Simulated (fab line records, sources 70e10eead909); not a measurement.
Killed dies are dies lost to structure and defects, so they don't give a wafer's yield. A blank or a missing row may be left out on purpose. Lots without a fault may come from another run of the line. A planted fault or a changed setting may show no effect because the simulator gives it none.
Chamber matching | flow nand_harc | NHARC_P_ZERO_WELL_DESCUM_39 on rie_diel-12: 4 sister chambers
The step chemistry O2, time 3 s. 24 wafers are shown with their chamber, then 12 later ones without.

WAFERS WITH THEIR CHAMBER
wafer  | chamber | drypump_motor_current_A (A) | oes_product_au (a.u.) | rf_vpp_V (V)
L075.4 | 1       | 6.2                         | 0.995                 | 57.0
L075.5 | 0       | 6.5                         | 1.008                 | 59.0
L075.6 | 2       | 5.8                         | 0.994                 | 58.0
L078.2 | 0       | 6.5                         | 1.007                 | 57.8
L078.3 | 1       | 6.3                         | 1.007                 | 58.3
L078.4 | 3       | 5.0                         | 0.992                 | 59.7
L080.3 | 3       | 5.0                         | 0.996                 | 57.2
L080.5 | 1       | 6.3                         | 1.014                 | 60.5
L080.6 | 2       | 5.8                         | 1.000                 | 60.1
L081.2 | 3       | 5.0                         | 0.988                 | 57.3
L081.4 | 2       | 5.8                         | 0.997                 | 59.1
L081.5 | 3       | 5.0                         | 0.985                 | 57.5
L082.1 | 2       | 5.8                         | 1.007                 | 59.0
L082.2 | 1       | 6.3                         | 1.008                 | 57.6
L082.3 | 3       | 5.0                         | 0.996                 | 56.6
L083.1 | 0       | 6.5                         | 1.004                 | 58.6
L083.4 | 2       | 5.8                         | 0.999                 | 59.0
L083.6 | 1       | 6.3                         | 1.008                 | 58.1
L086.1 | 2       | 5.9                         | 1.001                 | 57.7
L086.4 | 1       | 6.3                         | 1.000                 | 58.0
L086.5 | 3       | 5.0                         | 0.988                 | 56.4
L088.4 | 0       | 6.5                         | 0.996                 | 57.0
L088.5 | 3       | 5.0                         | 0.982                 | 57.1
L088.6 | 0       | 6.5                         | 0.995                 | 57.9

SIGNATURES (means of the wafers above)
reading                 | chamber 0 | chamber 1 | chamber 2 | chamber 3 | scatter within a chamber
drypump_motor_current_A | 6.500     | 6.283     | 5.817     | 5.000     | 0.0289
oes_product_au          | 1.00200   | 1.00533   | 0.99967   | 0.98957   | 0.00568
rf_vpp_V                | 58.060    | 58.250    | 58.817    | 57.400    | 1.01
Rule: a wafer's distance from a chamber is the root of the sum, over the readings, of the square of ((its reading less the chamber's mean) divided by the reading's scatter). The wafer belongs to the nearest chamber; if the next one is less than 2 further off, it can't be placed. The scatter: the root of (the sum of the squares of (reading less its chamber's mean) over the shown wafers, divided by (wafers less chambers)).

WAFERS WITHOUT THEIR CHAMBER
wafer  | drypump_motor_current_A (A) | oes_product_au (a.u.) | rf_vpp_V (V)
L092.1 | 6.5                         | 0.991                 | 58.4
L092.3 | 5.0                         | 0.997                 | 57.5
L092.4 | 5.8                         | 1.011                 | 57.3
L093.3 | 5.8                         | 0.996                 | 59.0
L093.5 | 5.8                         | 1.006                 | 56.5
L093.6 | 5.0                         | 0.988                 | 58.0
L094.1 | 5.0                         | 1.000                 | 59.0
L094.2 | 5.8                         | 1.006                 | 60.5
L094.6 | 6.5                         | 1.001                 | 58.3
L096.1 | 5.0                         | 0.995                 | 56.5
L096.2 | 6.5                         | 0.991                 | 57.8
L096.4 | 5.8                         | 0.997                 | 59.3

WHICH CHAMBER EACH WENT THROUGH
wafer  | from the rows above | in truth
L092.1 | 0                   | 0
L092.3 | 3                   | 3
L092.4 | 2                   | 2
L093.3 | 2                   | 2
L093.5 | 2                   | 2
L093.6 | 3                   | 3
L094.1 | 3                   | 3
L094.2 | 2                   | 2
L094.6 | 0                   | 0
L096.1 | 3                   | 3
L096.2 | 0                   | 0
L096.4 | 2                   | 2
Placed correctly: 12 of 12. Can't be placed from these rows: 0. Placed wrongly: 0.
